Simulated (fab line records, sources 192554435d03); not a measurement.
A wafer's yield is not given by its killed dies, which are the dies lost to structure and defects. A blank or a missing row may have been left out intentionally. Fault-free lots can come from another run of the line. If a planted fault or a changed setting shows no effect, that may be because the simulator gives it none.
Which tool did it? / flow n5 finfet / Sampling: 12 lots, 36 wafers, 5 of 1938 route steps

WHAT THE GAUGES READ, wafer by wafer
N5_SD_EPI_N_CD_MEAS_09: the cd target is 120 nm.
lot=L075; measured=day 3 08:27; on=cd sem-02; cd nm (nm)=119.4 119.6 119.5
lot=L077; measured=day 3 18:00; on=cd sem-01; cd nm (nm)=120.8 120.8 120.9
lot=L079; measured=day 4 07:59; on=cd sem-03; cd nm (nm)=120.3 120.0 120.5
lot=L081; measured=day 4 18:17; on=cd sem-02; cd nm (nm)=119.9 119.9 120.1
lot=L083; measured=day 5 08:25; on=cd sem-01; cd nm (nm)=119.8 120.6 119.6
lot=L085; measured=day 5 21:53; on=cd sem-02; cd nm (nm)=120.3 119.6 119.7
lot=L087; measured=day 6 08:58; on=cd sem-03; cd nm (nm)=118.3 119.7 119.6
lot=L089; measured=day 6 18:38; on=cd sem-03; cd nm (nm)=119.4 119.5 119.9
lot=L091; measured=day 7 06:25; on=cd sem-02; cd nm (nm)=118.7 120.5 119.6
lot=L093; measured=day 7 21:08; on=cd sem-01; cd nm (nm)=121.3 120.6 119.7
lot=L095; measured=day 8 06:25; on=cd sem-03; cd nm (nm)=119.2 120.3 120.6
lot=L097; measured=day 8 23:58; on=cd sem-03; cd nm (nm)=120.4 121.4 120.3

WHAT TOOL EACH LOT RAN ON (gives the tool, then ch and the chambers of the sampled wafers, and finally the start)
lot=L075; N5_WELL_APT_DESCUM_13=rie diel-01 ch 0,1,3, day 1 19:58; N5_WELL_APT_DESCUM_30=rie diel-06 ch 2,3, day 1 21:12; N5_STI_FIN_REVEAL_CMP_04=cmp-02 ch 0,2, day 2 16:07; N5_STI_FIN_REVEAL_RECESS_09=vapor etch-02 ch 0,1, day 2 16:55
lot=L077; N5_WELL_APT_DESCUM_13=rie diel-06 ch 1,2, day 2 08:02; N5_WELL_APT_DESCUM_30=rie diel-01 ch 1,2,3, day 2 09:10; N5_STI_FIN_REVEAL_CMP_04=cmp-04 ch 0,1,2, day 3 02:55; N5_STI_FIN_REVEAL_RECESS_09=vapor etch-01 ch 0,1, day 3 03:39
lot=L079; N5_WELL_APT_DESCUM_13=rie diel-01 ch 0,1,2, day 2 19:52; N5_WELL_APT_DESCUM_30=rie diel-03 ch 1,2, day 2 20:59; N5_STI_FIN_REVEAL_CMP_04=cmp-04 ch 0,2,3, day 3 15:16; N5_STI_FIN_REVEAL_RECESS_09=vapor etch-01 ch 0,1, day 3 16:02
lot=L081; N5_WELL_APT_DESCUM_13=rie diel-06 ch 1,2,3, day 3 07:56; N5_WELL_APT_DESCUM_30=rie diel-03 ch 0,1, day 3 09:12; N5_STI_FIN_REVEAL_CMP_04=cmp-04 ch 2,3, day 4 02:47; N5_STI_FIN_REVEAL_RECESS_09=vapor etch-02 ch 0,1, day 4 03:34
lot=L083; N5_WELL_APT_DESCUM_13=rie diel-06 ch 0,1,3, day 3 19:59; N5_WELL_APT_DESCUM_30=rie diel-01 ch 1,2, day 3 21:07; N5_STI_FIN_REVEAL_CMP_04=cmp-01 ch 0,1,3, day 4 16:57; N5_STI_FIN_REVEAL_RECESS_09=vapor etch-02 ch 0,1, day 4 18:21
lot=L085; N5_WELL_APT_DESCUM_13=rie diel-06 ch 0,1,3, day 4 07:50; N5_WELL_APT_DESCUM_30=rie diel-01 ch 0,2,3, day 4 09:34; N5_STI_FIN_REVEAL_CMP_04=cmp-01 ch 1,2,3, day 5 06:38; N5_STI_FIN_REVEAL_RECESS_09=vapor etch-01 ch 0,1, day 5 07:34
lot=L087; N5_WELL_APT_DESCUM_13=rie diel-06 ch 1,2,3, day 4 20:21; N5_WELL_APT_DESCUM_30=rie diel-06 ch 0,1,3, day 4 21:37; N5_STI_FIN_REVEAL_CMP_04=cmp-04 ch 0,2, day 5 17:59; N5_STI_FIN_REVEAL_RECESS_09=vapor etch-01 ch 0,1, day 5 18:46
lot=L089; N5_WELL_APT_DESCUM_13=rie diel-01 ch 0,3, day 5 07:55; N5_WELL_APT_DESCUM_30=rie diel-06 ch 0,2, day 5 09:10; N5_STI_FIN_REVEAL_CMP_04=cmp-01 ch 0,1, day 6 03:23; N5_STI_FIN_REVEAL_RECESS_09=vapor etch-02 ch 0,1, day 6 04:22
lot=L091; N5_WELL_APT_DESCUM_13=rie diel-03 ch 0,1,2, day 5 20:08; N5_WELL_APT_DESCUM_30=rie diel-01 ch 1,2,3, day 5 21:32; N5_STI_FIN_REVEAL_CMP_04=cmp-01 ch 0,1,2, day 6 16:07; N5_STI_FIN_REVEAL_RECESS_09=vapor etch-01 ch 0,1, day 6 16:59
lot=L093; N5_WELL_APT_DESCUM_13=rie diel-01 ch 0,1,2, day 6 07:46; N5_WELL_APT_DESCUM_30=rie diel-03 ch 1,3, day 6 09:08; N5_STI_FIN_REVEAL_CMP_04=cmp-02 ch 0,1,2, day 7 02:53; N5_STI_FIN_REVEAL_RECESS_09=vapor etch-01 ch 0,1, day 7 03:49
lot=L095; N5_WELL_APT_DESCUM_13=rie diel-03 ch 1,2, day 6 20:15; N5_WELL_APT_DESCUM_30=rie diel-01 ch 0,3, day 6 21:22; N5_STI_FIN_REVEAL_CMP_04=cmp-01 ch 0,3, day 7 15:07; N5_STI_FIN_REVEAL_RECESS_09=vapor etch-02 ch 0,1, day 7 16:41
lot=L097; N5_WELL_APT_DESCUM_13=rie diel-06 ch 1,3, day 7 07:53; N5_WELL_APT_DESCUM_30=rie diel-03 ch 0,1, day 7 09:22; N5_STI_FIN_REVEAL_CMP_04=cmp-01 ch 0,1,2, day 8 07:35; N5_STI_FIN_REVEAL_RECESS_09=vapor etch-02 ch 0,1, day 8 08:25
- N5_WELL_APT_DESCUM_13: chemistry O2, time 7.9 s.
- N5_WELL_APT_DESCUM_30: chemistry O2, time 7.9 s.
- N5_STI_FIN_REVEAL_CMP_04: polishes, stops on Si3N4, t overpolish 4 s, target thk 131.83 nm.
- N5_STI_FIN_REVEAL_RECESS_09: chemistry HF/NH3, target SiO2, afs cycles 11, target depth 42.5 nm, sublimation time 60 s.

THE ANSWER, worked out from the rows above alone
Rule: usual is defined by the lots themselves. Put in order of their means at a reading, lots are off if they are a third of the lots or fewer, leave a main group of 4 or more, and stand apart from it by a gap of 3 or more times the standard deviation of the main group's means; of several such gaps the widest counts. If all means in a main group match to the digits the tables above print for the reading, that group is not used. Also off: a lot with no number at a reading for which 4 or more lots have one. Where the step has rows for the other lots, those lots are counted as sound.
No lot is off at any reading shown: from this, nothing can be told.

WHAT THE SIMULATOR HAD PUT IN
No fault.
